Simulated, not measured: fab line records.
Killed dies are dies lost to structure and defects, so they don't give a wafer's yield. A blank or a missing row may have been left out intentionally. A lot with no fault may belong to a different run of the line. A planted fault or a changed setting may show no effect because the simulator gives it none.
Matching of chambers ; flow n5Finfet ; rieDiel-02 running N5_BEOL_M5_ETCH_67: 4 sister chambers
The step etches SiARC in CF4, target depth 15.6 nm, time 26 s. 8 wafers are shown with their chamber, then 7 later ones without.

## EACH WAFER AND ITS CHAMBER
wafer;chamber;showerheadPlenumPTorr (Torr);oesProductAu (a.u.)
L079.3;0;2.13;0.63
L084.5;1;2.21;0.59
L084.6;2;2.11;0.59
L090.1;1;2.21;0.58
L090.2;2;2.10;0.59
L090.4;3;2.05;0.65
L087.2;3;2.05;0.65
L087.3;0;2.12;0.62

## WAFERS WITHOUT THEIR CHAMBER
wafer;showerheadPlenumPTorr (Torr);oesProductAu (a.u.)
L087.4;2.20;0.58
L089.2;2.12;0.61
L089.4;2.05;0.65
L089.5;2.12;0.62
L094.2;2.10;0.84
L094.3;2.12;0.61
L094.4;2.04;0.63

## EACH ONE'S CHAMBER
wafer;from the rows above;in truth
L087.4;1;1
L089.2;can't be placed: 0 or 2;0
L089.4;3;3
L089.5;0;0
L094.2;3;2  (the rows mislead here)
L094.3;can't be placed: 0 or 2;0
L094.4;3;3
Correct placement for 4 of the 7. From these rows, 2 cannot be placed; in 2 the true chamber is one of the candidates. Wrongly placed: 1.
How it was worked out, from the rows above alone: a wafer's distance from a chamber is the root of the sum, over the readings, of the square of ((its reading less the chamber's mean) divided by the reading's scatter). If the next closest chamber is less than 2 further off than the closest, the wafer can't be placed; otherwise it belongs to the closest. The mean given for a chamber averages the wafers shown for that chamber. How the scatter is found: for the shown wafers, subtract from each reading the mean of its chamber, square and add these, divide the total by (wafers less chambers), then take the root.
